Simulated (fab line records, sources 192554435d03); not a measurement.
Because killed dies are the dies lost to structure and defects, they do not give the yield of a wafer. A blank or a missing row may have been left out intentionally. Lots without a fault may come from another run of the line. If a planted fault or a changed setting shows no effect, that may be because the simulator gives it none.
The tool behind it: which one? || flow n5 finfet || Sampling: 9 lots, 27 wafers, 6 of 1938 route steps

== WHAT THE GAUGES SHOWED, per wafer ==
N5_BEOL_M4_THK_MEAS_01. Usual: M4_ILD_THK typically reads 79.4 nm, with standard deviation 1.1.
{"lot": "L423", "measured": "day 7 23:05", "on": "film metro-01", "M4_ILD_THK (nm)": "78.7 77.5 78.6", "flag": ""}
{"lot": "L424", "measured": "day 8 08:56", "on": "film metro-01", "M4_ILD_THK (nm)": "78.5 78.9 80.5", "flag": ""}
{"lot": "L425", "measured": "day 8 12:48", "on": "film metro-01", "M4_ILD_THK (nm)": "79.8 79.1 81.3", "flag": ""}
{"lot": "L427", "measured": "day 9 06:22", "on": "film metro-02", "M4_ILD_THK (nm)": "80.0 79.5 79.6", "flag": ""}
{"lot": "L434", "measured": "day 10 13:23", "on": "film metro-01", "M4_ILD_THK (nm)": "61.9 79.3 81.4", "flag": "OFF"}
{"lot": "L437", "measured": "day 11 09:10", "on": "film metro-02", "M4_ILD_THK (nm)": "62.5 80.7 81.1", "flag": "OFF"}
{"lot": "L439", "measured": "day 11 18:59", "on": "film metro-02", "M4_ILD_THK (nm)": "78.2 80.4 78.5", "flag": ""}
{"lot": "L440", "measured": "day 12 16:52", "on": "film metro-02", "M4_ILD_THK (nm)": "79.6 81.3 82.1", "flag": ""}
{"lot": "L446", "measured": "day 13 10:51", "on": "film metro-01", "M4_ILD_THK (nm)": "79.0 77.5 79.9", "flag": ""}

N5_BEOL_M4_RC_MEAS_101. Usual: DIBL_N 35.3 mV/V, standard deviation 1.5; DIBL_P 35.3 mV/V, standard deviation 1.9; IOFF_N 0.145 nA/um, standard deviation 0.027; IOFF_P 0.20 nA/um, standard deviation 0.033; ION_N 670 uA/um, standard deviation 12; ION_P 462 uA/um, standard deviation 6.8; SS_N 71.3 mV/dec, standard deviation 0.6; SS_P 73.1 mV/dec, standard deviation 0.7; VT_N 251 mV, standard deviation 3.4; VT_P -251 mV, standard deviation 3.2.
{"lot": "L423", "measured": "day 8 14:43", "on": "prober-02", "DIBL_N (mV/V)": "35.3 33.1 35.4", "DIBL_P (mV/V)": "35.0 32.6 35.4", "IOFF_N (nA/um)": "0.147 0.115 0.157", "IOFF_P (nA/um)": "0.18 0.16 0.20", "ION_N (uA/um)": "670 664 679", "ION_P (uA/um)": "456 458 466", "SS_N (mV/dec)": "71.7 70.6 70.9", "SS_P (mV/dec)": "72.2 72.7 72.6", "VT_N (mV)": "248 254 248", "VT_P (mV)": "-254 -252 -247", "flag": ""}
{"lot": "L424", "measured": "day 9 01:55", "on": "prober-01", "DIBL_N (mV/V)": "35.0 36.3 36.2", "DIBL_P (mV/V)": "35.7 38.0 37.4", "IOFF_N (nA/um)": "0.138 0.166 0.154", "IOFF_P (nA/um)": "0.18 0.21 0.20", "ION_N (uA/um)": "659 680 666", "ION_P (uA/um)": "450 460 455", "SS_N (mV/dec)": "71.0 71.8 71.5", "SS_P (mV/dec)": "73.1 74.1 73.9", "VT_N (mV)": "254 249 251", "VT_P (mV)": "-253 -251 -251", "flag": ""}
{"lot": "L425", "measured": "day 9 00:02", "on": "prober-02", "DIBL_N (mV/V)": "33.6 36.0 35.5", "DIBL_P (mV/V)": "35.7 38.2 37.7", "IOFF_N (nA/um)": "0.140 0.180 0.182", "IOFF_P (nA/um)": "0.19 0.24 0.22", "ION_N (uA/um)": "675 683 686", "ION_P (uA/um)": "461 466 462", "SS_N (mV/dec)": "70.7 71.5 71.5", "SS_P (mV/dec)": "74.2 73.6 74.4", "VT_N (mV)": "247 245 246", "VT_P (mV)": "-252 -249 -248", "flag": ""}
{"lot": "L427", "measured": "day 9 14:56", "on": "prober-02", "DIBL_N (mV/V)": "34.1 35.1 35.1", "DIBL_P (mV/V)": "32.8 32.7 32.5", "IOFF_N (nA/um)": "0.123 0.135 0.121", "IOFF_P (nA/um)": "0.19 0.19 0.18", "ION_N (uA/um)": "667 666 654", "ION_P (uA/um)": "463 460 452", "SS_N (mV/dec)": "70.3 70.8 70.6", "SS_P (mV/dec)": "72.7 72.9 72.9", "VT_N (mV)": "251 249 253", "VT_P (mV)": "-251 -251 -252", "flag": ""}
{"lot": "L434", "measured": "day 11 10:58", "on": "prober-01", "DIBL_N (mV/V)": "34.0 31.6 35.0", "DIBL_P (mV/V)": "34.9 31.7 35.7", "IOFF_N (nA/um)": "0.120 0.090 0.139", "IOFF_P (nA/um)": "0.19 0.15 0.20", "ION_N (uA/um)": "654 637 672", "ION_P (uA/um)": "458 446 465", "SS_N (mV/dec)": "70.6 70.3 70.4", "SS_P (mV/dec)": "72.7 72.0 73.0", "VT_N (mV)": "256 260 252", "VT_P (mV)": "-250 -251 -249", "flag": ""}
{"lot": "L437", "measured": "day 11 19:53", "on": "prober-01", "DIBL_N (mV/V)": "36.2 34.2 35.7", "DIBL_P (mV/V)": "36.4 35.0 36.0", "IOFF_N (nA/um)": "0.143 0.112 0.139", "IOFF_P (nA/um)": "0.19 0.17 0.19", "ION_N (uA/um)": "669 657 677", "ION_P (uA/um)": "458 459 465", "SS_N (mV/dec)": "71.5 71.6 70.9", "SS_P (mV/dec)": "73.0 72.5 73.7", "VT_N (mV)": "250 255 251", "VT_P (mV)": "-252 -251 -252", "flag": ""}
{"lot": "L439", "measured": "day 12 13:41", "on": "prober-01", "DIBL_N (mV/V)": "33.4 37.6 37.0", "DIBL_P (mV/V)": "31.0 36.8 36.0", "IOFF_N (nA/um)": "0.119 0.200 0.192", "IOFF_P (nA/um)": "0.16 0.24 0.23", "ION_N (uA/um)": "656 695 694", "ION_P (uA/um)": "459 468 466", "SS_N (mV/dec)": "70.7 72.2 71.7", "SS_P (mV/dec)": "72.1 73.1 73.6", "VT_N (mV)": "255 247 245", "VT_P (mV)": "-252 -248 -247", "flag": ""}
{"lot": "L440", "measured": "day 13 03:14", "on": "prober-01", "DIBL_N (mV/V)": "35.8 34.0 37.7", "DIBL_P (mV/V)": "35.4 33.6 37.9", "IOFF_N (nA/um)": "0.139 0.103 0.166", "IOFF_P (nA/um)": "0.19 0.17 0.23", "ION_N (uA/um)": "667 641 659", "ION_P (uA/um)": "461 449 453", "SS_N (mV/dec)": "71.4 71.2 71.9", "SS_P (mV/dec)": "72.9 73.1 73.5", "VT_N (mV)": "256 257 251", "VT_P (mV)": "-252 -254 -252", "flag": ""}
{"lot": "L446", "measured": "day 13 23:03", "on": "prober-01", "DIBL_N (mV/V)": "36.4 35.1 34.8", "DIBL_P (mV/V)": "36.2 34.7 33.9", "IOFF_N (nA/um)": "0.156 0.147 0.126", "IOFF_P (nA/um)": "0.21 0.19 0.17", "ION_N (uA/um)": "663 675 657", "ION_P (uA/um)": "459 458 457", "SS_N (mV/dec)": "71.5 70.4 70.7", "SS_P (mV/dec)": "73.0 72.8 72.9", "VT_N (mV)": "250 249 252", "VT_P (mV)": "-249 -250 -255", "flag": ""}

== TOOL THAT RAN EACH LOT (tool first, then ch and the chambers of the sampled wafers, then the start) ==
{"lot": "L423", "N5_BEOL_M3_ANNEAL_51": "rtp anneal-01 ch 0, day 7 22:05", "N5_BEOL_M3_PRE_CLEAN_60": "cvd co-01 ch 1,2, day 7 22:44", "N5_BEOL_M4_ILD_DEP_00": "pecvd-02 ch 0,1,2, day 7 23:01", "N5_BEOL_M4_HM_DEP_02": "pvd sputter-02, day 8 00:05"}
{"lot": "L424", "N5_BEOL_M3_ANNEAL_51": "rtp anneal-01 ch 0, day 8 07:58", "N5_BEOL_M3_PRE_CLEAN_60": "cvd co-02 ch 0,1,2, day 8 08:35", "N5_BEOL_M4_ILD_DEP_00": "pecvd-03 ch 1,2, day 8 08:52", "N5_BEOL_M4_HM_DEP_02": "pvd sputter-03, day 8 10:10"}
{"lot": "L425", "N5_BEOL_M3_ANNEAL_51": "rtp anneal-01 ch 0, day 8 11:49", "N5_BEOL_M3_PRE_CLEAN_60": "cvd co-02 ch 0,1, day 8 12:27", "N5_BEOL_M4_ILD_DEP_00": "pecvd-03 ch 0,1,2, day 8 12:44", "N5_BEOL_M4_HM_DEP_02": "pvd sputter-01, day 8 13:47"}
{"lot": "L427", "N5_BEOL_M3_ANNEAL_51": "rtp anneal-02 ch 0, day 9 05:26", "N5_BEOL_M3_PRE_CLEAN_60": "cvd co-01 ch 0,1, day 9 06:01", "N5_BEOL_M4_ILD_DEP_00": "pecvd-01 ch 0,2, day 9 06:18", "N5_BEOL_M4_HM_DEP_02": "pvd sputter-02, day 9 07:14"}
{"lot": "L434", "N5_BEOL_M3_ANNEAL_51": "rtp anneal-01 ch 0, day 10 12:22", "N5_BEOL_M3_PRE_CLEAN_60": "cvd co-01 ch 0,2, day 10 13:00", "N5_BEOL_M4_ILD_DEP_00": "pecvd-03 ch 0,1,2, day 10 13:19", "N5_BEOL_M4_HM_DEP_02": "pvd sputter-02, day 10 15:38"}
{"lot": "L437", "N5_BEOL_M3_ANNEAL_51": "rtp anneal-01 ch 0, day 11 07:58", "N5_BEOL_M3_PRE_CLEAN_60": "cvd co-01 ch 0,2, day 11 08:46", "N5_BEOL_M4_ILD_DEP_00": "pecvd-03 ch 1,2, day 11 09:05", "N5_BEOL_M4_HM_DEP_02": "pvd sputter-03, day 11 09:17"}
{"lot": "L439", "N5_BEOL_M3_ANNEAL_51": "rtp anneal-01 ch 0, day 11 18:01", "N5_BEOL_M3_PRE_CLEAN_60": "cvd co-01 ch 0,1,2, day 11 18:36", "N5_BEOL_M4_ILD_DEP_00": "pecvd-02 ch 0,1, day 11 18:53", "N5_BEOL_M4_HM_DEP_02": "pvd sputter-01, day 11 19:40"}
{"lot": "L440", "N5_BEOL_M3_ANNEAL_51": "rtp anneal-01 ch 0, day 12 15:45", "N5_BEOL_M3_PRE_CLEAN_60": "cvd co-01 ch 0,2, day 12 16:23", "N5_BEOL_M4_ILD_DEP_00": "pecvd-02 ch 0,2, day 12 16:48", "N5_BEOL_M4_HM_DEP_02": "pvd sputter-01, day 12 18:59"}
{"lot": "L446", "N5_BEOL_M3_ANNEAL_51": "rtp anneal-02 ch 0, day 13 09:50", "N5_BEOL_M3_PRE_CLEAN_60": "cvd co-01 ch 0,2, day 13 10:26", "N5_BEOL_M4_ILD_DEP_00": "pecvd-01 ch 0,1, day 13 10:47", "N5_BEOL_M4_HM_DEP_02": "pvd sputter-02, day 13 11:13"}
- N5_BEOL_M3_ANNEAL_51: time 90 s.
- N5_BEOL_M3_PRE_CLEAN_60: time 15 s.
- N5_BEOL_M4_ILD_DEP_00: deposits SiOC from DEMS/O2, target thk 79 nm, time 15.3 s.
- N5_BEOL_M4_HM_DEP_02: deposits TiN, target thk 20 nm.

== AS READ BY THE TOOLS THEMSELVES (means over the sampled wafers that have a number; for cases with no such wafer, the mark the record gives instead) ==
N5_BEOL_M3_ANNEAL_51. Usual: wafer_temp_C_max reads 225.99 (standard deviation 0.25).
{"lot": "L423", "tool": "rtp anneal-01", "wafer_temp_C_max": 226.10, "flag": ""}
{"lot": "L424", "tool": "rtp anneal-01", "wafer_temp_C_max": 225.95, "flag": ""}
{"lot": "L425", "tool": "rtp anneal-01", "wafer_temp_C_max": 226.09, "flag": ""}
{"lot": "L427", "tool": "rtp anneal-02", "wafer_temp_C_max": 226.25, "flag": ""}
{"lot": "L434", "tool": "rtp anneal-01", "wafer_temp_C_max": 225.58, "flag": ""}
{"lot": "L437", "tool": "rtp anneal-01", "wafer_temp_C_max": 226.10, "flag": ""}
{"lot": "L439", "tool": "rtp anneal-01", "wafer_temp_C_max": 225.75, "flag": ""}
{"lot": "L440", "tool": "rtp anneal-01", "wafer_temp_C_max": 226.26, "flag": ""}
{"lot": "L446", "tool": "rtp anneal-02", "wafer_temp_C_max": 226.25, "flag": ""}

N5_BEOL_M3_PRE_CLEAN_60. Usual: heater power outer w 15 W, standard deviation 11; heater power w 71 W, standard deviation 18.
{"lot": "L423", "tool": "cvd co-01", "heater power outer w (W)": 22, "heater power w (W)": 82, "flag": ""}
{"lot": "L424", "tool": "cvd co-02", "heater power outer w (W)": 13, "heater power w (W)": 69, "flag": ""}
{"lot": "L425", "tool": "cvd co-02", "heater power outer w (W)": 11, "heater power w (W)": 61, "flag": ""}
{"lot": "L427", "tool": "cvd co-01", "heater power outer w (W)": 11, "heater power w (W)": 62, "flag": ""}
{"lot": "L434", "tool": "cvd co-01", "heater power outer w (W)": 10, "heater power w (W)": 63, "flag": ""}
{"lot": "L437", "tool": "cvd co-01", "heater power outer w (W)": 11, "heater power w (W)": 63, "flag": ""}
{"lot": "L439", "tool": "cvd co-01", "heater power outer w (W)": 16, "heater power w (W)": 71, "flag": ""}
{"lot": "L440", "tool": "cvd co-01", "heater power outer w (W)": 16, "heater power w (W)": 73, "flag": ""}
{"lot": "L446", "tool": "cvd co-01", "heater power outer w (W)": 11, "heater power w (W)": 63, "flag": ""}

N5_BEOL_M4_ILD_DEP_00. Usual: chamber pressure Torr 5.000 Torr, standard deviation 0.011; heater power outer w 252 W, standard deviation 34; heater power w 478 W, standard deviation 56; showerhead plenum p Torr 5.695 Torr, standard deviation 0.015; throttle valve pct 12.0 %, standard deviation 0.82.
{"lot": "L423", "tool": "pecvd-02", "chamber pressure Torr (Torr)": 5.007, "heater power outer w (W)": 255, "heater power w (W)": 477, "showerhead plenum p Torr (Torr)": 5.694, "throttle valve pct (%)": 11.5, "flag": ""}
{"lot": "L424", "tool": "pecvd-03", "chamber pressure Torr (Torr)": 5.007, "heater power outer w (W)": 230, "heater power w (W)": 424, "showerhead plenum p Torr (Torr)": 5.697, "throttle valve pct (%)": 12.0, "flag": ""}
{"lot": "L425", "tool": "pecvd-03", "chamber pressure Torr (Torr)": 4.995, "heater power outer w (W)": 266, "heater power w (W)": 497, "showerhead plenum p Torr (Torr)": 5.691, "throttle valve pct (%)": 12.0, "flag": ""}
{"lot": "L427", "tool": "pecvd-01", "chamber pressure Torr (Torr)": 5.003, "heater power outer w (W)": 232, "heater power w (W)": 462, "showerhead plenum p Torr (Torr)": 5.691, "throttle valve pct (%)": 13.4, "flag": ""}
{"lot": "L434", "tool": "pecvd-03", "chamber pressure Torr (Torr)": 5.001, "heater power outer w (W)": 258, "heater power w (W)": 484, "showerhead plenum p Torr (Torr)": 5.699, "throttle valve pct (%)": 12.0, "flag": ""}
{"lot": "L437", "tool": "pecvd-03", "chamber pressure Torr (Torr)": 4.998, "heater power outer w (W)": 262, "heater power w (W)": 483, "showerhead plenum p Torr (Torr)": 5.707, "throttle valve pct (%)": 11.6, "flag": ""}
{"lot": "L439", "tool": "pecvd-02", "chamber pressure Torr (Torr)": 5.010, "heater power outer w (W)": 271, "heater power w (W)": 497, "showerhead plenum p Torr (Torr)": 5.694, "throttle valve pct (%)": 11.9, "flag": ""}
{"lot": "L440", "tool": "pecvd-02", "chamber pressure Torr (Torr)": 4.980, "heater power outer w (W)": 240, "heater power w (W)": 459, "showerhead plenum p Torr (Torr)": 5.698, "throttle valve pct (%)": 11.8, "flag": ""}
{"lot": "L446", "tool": "pecvd-01", "chamber pressure Torr (Torr)": 5.002, "heater power outer w (W)": 301, "heater power w (W)": 570, "showerhead plenum p Torr (Torr)": 5.695, "throttle valve pct (%)": 12.7, "flag": ""}

N5_BEOL_M4_HM_DEP_02. Usual: chamber pressure pa 0.4999 Pa, standard deviation 0.00092; throttle valve pct 29.8 %, standard deviation 0.99.
{"lot": "L423", "tool": "pvd sputter-02", "chamber pressure pa (Pa)": 0.4988, "throttle valve pct (%)": 30.5, "flag": ""}
{"lot": "L424", "tool": "pvd sputter-03", "chamber pressure pa (Pa)": 0.5004, "throttle valve pct (%)": 30.5, "flag": ""}
{"lot": "L425", "tool": "pvd sputter-01", "chamber pressure pa (Pa)": 0.5005, "throttle valve pct (%)": 29.2, "flag": ""}
{"lot": "L427", "tool": "pvd sputter-02", "chamber pressure pa (Pa)": 0.4994, "throttle valve pct (%)": 29.7, "flag": ""}
{"lot": "L434", "tool": "pvd sputter-02", "chamber pressure pa (Pa)": 0.5007, "throttle valve pct (%)": 29.6, "flag": ""}
{"lot": "L437", "tool": "pvd sputter-03", "chamber pressure pa (Pa)": 0.5002, "throttle valve pct (%)": 29.8, "flag": ""}
{"lot": "L439", "tool": "pvd sputter-01", "chamber pressure pa (Pa)": 0.4992, "throttle valve pct (%)": 28.4, "flag": ""}
{"lot": "L440", "tool": "pvd sputter-01", "chamber pressure pa (Pa)": 0.4996, "throttle valve pct (%)": 28.2, "flag": ""}
{"lot": "L446", "tool": "pvd sputter-02", "chamber pressure pa (Pa)": 0.4995, "throttle valve pct (%)": 30.0, "flag": ""}

== THE ANSWER, worked out from the rows above alone ==
Rule: a lot is off if the mean of its wafers that have a number lies more than 3 standard deviations from the usual mean. A lot without any number at a reading at which 4 lots or more have one is off too. Where the step has rows for the other lots, those lots are counted as sound. Order of review: gauges by route order, followed by the tools' own readings, for which a lot's mean as printed above is used. The first step at which some lot is off is used, and at that step the reading that is off furthest; a lot without a number counts as furthest.
Off: L434, L437, seen at N5_BEOL_M4_THK_MEAS_01 (M4_ILD_THK).
If a tool, at a process step before that reading, ran all the lots that are off and no sound lot after the first of them, it fits. The gauges at N5_BEOL_M4_THK_MEAS_01 are tried like those tools. One candidate fits, namely pecvd-03 at N5_BEOL_M4_ILD_DEP_00. A fault onset in the window from L425 (day 8 12:44, its last sound lot) to L434 (day 10 13:19, its first lot off) fits.

== WHAT WAS PUT IN BY THE SIMULATOR ==
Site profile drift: pecvd-03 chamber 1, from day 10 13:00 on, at N5_BEOL_M4_ILD_DEP_00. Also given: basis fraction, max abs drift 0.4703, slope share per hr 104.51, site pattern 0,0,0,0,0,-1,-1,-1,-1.
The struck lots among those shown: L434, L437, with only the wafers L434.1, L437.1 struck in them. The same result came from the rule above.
